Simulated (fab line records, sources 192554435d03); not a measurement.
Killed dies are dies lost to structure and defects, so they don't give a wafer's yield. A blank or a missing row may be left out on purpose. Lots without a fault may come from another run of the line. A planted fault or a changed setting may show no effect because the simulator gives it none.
Which tool did it? | flow n5_finfet | 11 lots, 33 wafers sampled, at 3 steps of a route of 1938

WHAT THE GAUGES READ, wafer by wafer
N5_MIM_BOT_LITHO_CD_MEAS_08: target cd 3000 nm. Usual: cd_nm 2999.1 nm, standard deviation 1.9.
lot  | measured     | on        | cd_nm (nm)           | flag
L468 | day 12 14:25 | cd_sem-03 | 3000.4 2999.2 2998.2 |
L469 | day 12 20:20 | cd_sem-03 | 2998.7 2994.7 2997.1 |
L471 | day 13 17:35 | cd_sem-01 | 2997.0 2998.7 2997.4 |
L478 | day 15 00:41 | cd_sem-01 | 2997.0 2999.4 3000.3 |
L479 | day 15 03:48 | cd_sem-01 | 2996.5 2999.3 2998.8 |
L480 | day 15 16:02 | cd_sem-01 | 3002.3 3001.1 2999.8 |
L482 | day 16 17:52 | cd_sem-01 | 2996.9 2996.9 2997.6 |
L483 | day 16 21:58 | cd_sem-02 | 2996.8 2997.4 2997.5 |
L487 | day 17 03:11 | cd_sem-03 | 2999.9 2997.2 2998.2 |
L488 | day 17 14:25 | cd_sem-01 | 2996.9 2999.2 2998.7 |
L491 | day 20 05:59 | cd_sem-03 | 2996.3 2996.5 2996.7 |

WHICH TOOL RAN EACH LOT (tool, then ch and the chambers of the sampled wafers, then the start)
lot  | N5_MOL_CONTACT_COAG_STRIP_72       | N5_MIM_TOP_ETCH_STRIP_01
L468 | rie_diel-04 ch 1,2,3, day 5 04:10  | rie_diel-06 ch 1,2, day 12 13:52
L469 | rie_diel-01 ch 2,3, day 5 11:14    | rie_diel-05 ch 0,2,3, day 12 19:48
L471 | rie_diel-01 ch 0,2, day 5 20:51    | rie_diel-06 ch 1,3, day 13 17:02
L478 | rie_diel-02 ch 0,1,2, day 7 14:55  | rie_diel-05 ch 1,2, day 15 00:08
L479 | rie_diel-02 ch 0,2,3, day 7 21:23  | rie_diel-03 ch 0,1, day 15 03:22
L480 | rie_diel-04 ch 2,3, day 8 05:45    | rie_diel-05 ch 0,3, day 15 15:37
L482 | rie_diel-01 ch 1,2,3, day 8 20:19  | rie_diel-05 ch 0,1,2, day 16 17:26
L483 | rie_diel-01 ch 0,1,3, day 8 22:21  | rie_diel-06 ch 0,2,3, day 16 21:33
L487 | rie_diel-01 ch 0,2, day 9 20:19    | rie_diel-05 ch 1,3, day 17 02:44
L488 | rie_diel-04 ch 0,2,3, day 10 00:51 | rie_diel-03 ch 0,3, day 17 13:45
L491 | rie_diel-01 ch 1,2,3, day 10 22:35 | rie_diel-05 ch 1,2,3, day 20 05:34
- N5_MOL_CONTACT_COAG_STRIP_72: strips in N2/H2.
- N5_MIM_TOP_ETCH_STRIP_01: strips in O2.

WHAT THE TOOLS THEMSELVES READ (means of the sampled wafers that have a number; where no wafer has one, the mark that the record gives instead)
N5_MOL_CONTACT_COAG_STRIP_72. Usual: drypump_motor_current_A 5.6 A, standard deviation 0.47; n2_flow_sccm 200.0 sccm, standard deviation 0.6; oes_product_au 0.78 a.u., standard deviation 0.082; rf_vpp_V 59.2 V, standard deviation 1.9; showerhead_plenum_p_Torr 2.54 Torr, standard deviation 0.11; throttle_valve_pct 23.65 %, standard deviation 0.22.
lot  | tool        | drypump_motor_current_A (A) | n2_flow_sccm (sccm) | oes_product_au (a.u.) | rf_vpp_V (V) | showerhead_plenum_p_Torr (Torr) | throttle_valve_pct (%) | flag
L468 | rie_diel-04 | 6.0                         | 199.7               | 0.80                  | 60.0         | 2.55                            | 23.46                  |
L469 | rie_diel-01 | 5.4                         | 200.0               | 0.92                  | 59.4         | 2.71                            | 23.59                  |
L471 | rie_diel-01 | 5.4                         | 200.5               | 0.80                  | 59.5         | 2.58                            | 23.71                  |
L478 | rie_diel-02 | 5.6                         | 199.5               | 0.74                  | 57.7         | 2.46                            | 23.67                  |
L479 | rie_diel-02 | 5.7                         | 199.7               | 0.71                  | 60.2         | 2.52                            | 23.75                  |
L480 | rie_diel-04 | 5.8                         | 200.6               | 0.81                  | 58.9         | 2.50                            | 23.31                  |
L482 | rie_diel-01 | 5.5                         | 199.8               | 0.82                  | 60.1         | 2.63                            | 23.70                  |
L483 | rie_diel-01 | 5.0                         | 200.3               | 0.77                  | 59.5         | 2.56                            | 23.67                  |
L487 | rie_diel-01 | 5.9                         | 200.4               | 0.80                  | 60.9         | 2.63                            | 23.77                  |
L488 | rie_diel-04 | 5.7                         | 199.9               | 0.80                  | 56.8         | 2.57                            | 23.52                  |
L491 | rie_diel-01 | 5.5                         | 199.6               | 0.88                  | 60.6         | 2.63                            | 23.63                  |

N5_MIM_TOP_ETCH_STRIP_01. Usual: drypump_motor_current_A 5.7 A, standard deviation 0.47; oes_product_au 0.77 a.u., standard deviation 0.065; rf_vpp_V 3.6 V, standard deviation 1.3; showerhead_plenum_p_Torr 2.07 Torr, standard deviation 0.069; throttle_valve_pct 16.65 %, standard deviation 0.17.
lot  | tool        | drypump_motor_current_A (A) | oes_product_au (a.u.) | rf_vpp_V (V) | showerhead_plenum_p_Torr (Torr) | throttle_valve_pct (%) | flag
L468 | rie_diel-06 | 5.9                         | 0.76                  | 3.1          | 2.06                            | 16.91                  |
L469 | rie_diel-05 | 5.5                         | 0.74                  | 4.1          | 2.10                            | 16.75                  |
L471 | rie_diel-06 | 5.6                         | 0.75                  | 4.0          | 2.00                            | 16.73                  |
L478 | rie_diel-05 | 5.9                         | 0.81                  | 4.1          | 2.06                            | 16.51                  |
L479 | rie_diel-03 | 5.5                         | 0.74                  | 4.6          | 2.06                            | 16.60                  |
L480 | rie_diel-05 | 5.8                         | 0.88                  | 3.1          | 2.08                            | 16.59                  |
L482 | rie_diel-05 | 5.6                         | 0.85                  | 3.1          | 2.07                            | 16.54                  |
L483 | rie_diel-06 | 5.9                         | 0.71                  | 3.0          | 2.13                            | 16.73                  |
L487 | rie_diel-05 | 6.2                         | 0.75                  | 2.8          | 2.07                            | 16.68                  |
L488 | rie_diel-03 | 5.3                         | 0.73                  | 3.8          | 2.11                            | 16.72                  |
L491 | rie_diel-05 | 5.8                         | 0.75                  | 3.8          | 2.07                            | 16.68                  |

THE ANSWER, worked out from the rows above alone
Rule: a lot is off if the mean of its wafers that have a number lies more than 3 standard deviations from the usual mean. A lot without any number at a reading at which 4 lots or more have one is off too. The other lots that the step has rows for count as sound. The gauges are gone through in route order, then the tools' own readings, and for those a lot's mean is taken as printed above. The first step at which some lot is off is used, and at that step the reading that is off furthest; a lot without a number counts as furthest.
No lot is off at any reading shown: from this, nothing can be told.

WHAT THE SIMULATOR HAD PUT IN
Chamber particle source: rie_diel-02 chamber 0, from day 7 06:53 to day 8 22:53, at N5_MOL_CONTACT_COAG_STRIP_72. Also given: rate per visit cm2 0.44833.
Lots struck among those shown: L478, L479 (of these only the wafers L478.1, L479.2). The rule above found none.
